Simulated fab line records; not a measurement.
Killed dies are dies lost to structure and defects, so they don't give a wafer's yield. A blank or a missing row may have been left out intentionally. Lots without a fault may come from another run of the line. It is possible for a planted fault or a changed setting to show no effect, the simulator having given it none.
Matching of chambers || flow n5_finfet || rie_diel-04 running N5_BEOL_M4_ETCH_69: 4 sister chambers
The step etches SiARC in CF4, target depth 15.6 nm, time 26 s. 4 wafers are shown with their chamber, then 10 later ones without.

## EACH WAFER AND ITS CHAMBER
{"wafer": "L083.1", "chamber": 1, "drypump_motor_current_A (A)": 5.3}
{"wafer": "L083.2", "chamber": 2, "drypump_motor_current_A (A)": 5.7}
{"wafer": "L090.1", "chamber": 0, "drypump_motor_current_A (A)": 5.9}
{"wafer": "L090.2", "chamber": 3, "drypump_motor_current_A (A)": 5.0}

## WAFERS MISSING THEIR CHAMBER
{"wafer": "L090.3", "drypump_motor_current_A (A)": 5.7}
{"wafer": "L090.4", "drypump_motor_current_A (A)": 5.4}
{"wafer": "L090.5", "drypump_motor_current_A (A)": 5.4}
{"wafer": "L090.6", "drypump_motor_current_A (A)": 5.9}
{"wafer": "L094.1", "drypump_motor_current_A (A)": 5.7}
{"wafer": "L094.2", "drypump_motor_current_A (A)": 5.0}
{"wafer": "L094.4", "drypump_motor_current_A (A)": 5.4}
{"wafer": "L097.1", "drypump_motor_current_A (A)": 5.7}
{"wafer": "L097.4", "drypump_motor_current_A (A)": 4.9}
{"wafer": "L097.5", "drypump_motor_current_A (A)": 5.4}

## THE CHAMBER EACH PASSED THROUGH
{"wafer": "L090.3", "from the rows above": 2, "in truth": 2}
{"wafer": "L090.4", "from the rows above": 1, "in truth": 1}
{"wafer": "L090.5", "from the rows above": 1, "in truth": 1}
{"wafer": "L090.6", "from the rows above": 0, "in truth": 0}
{"wafer": "L094.1", "from the rows above": 2, "in truth": 2}
{"wafer": "L094.2", "from the rows above": 3, "in truth": 3}
{"wafer": "L094.4", "from the rows above": 1, "in truth": 1}
{"wafer": "L097.1", "from the rows above": 2, "in truth": 2}
{"wafer": "L097.4", "from the rows above": 3, "in truth": 3}
{"wafer": "L097.5", "from the rows above": 1, "in truth": 1}
Placed correctly: 10 of 10. Left unplaced by these rows: 0. Wrongly placed: 0.
How it was worked out, from the rows above alone: a wafer's distance from a chamber is the root of the sum, over the readings, of the square of ((its reading less the chamber's mean) divided by the reading's scatter). The wafer belongs to the nearest chamber; if the next one is less than 2 further off, it can't be placed. Each chamber's mean is taken over the wafers shown for it. The scatter: with one shown wafer a chamber, the root of the mean of the squares of how far each hidden wafer lies from its nearest shown one.
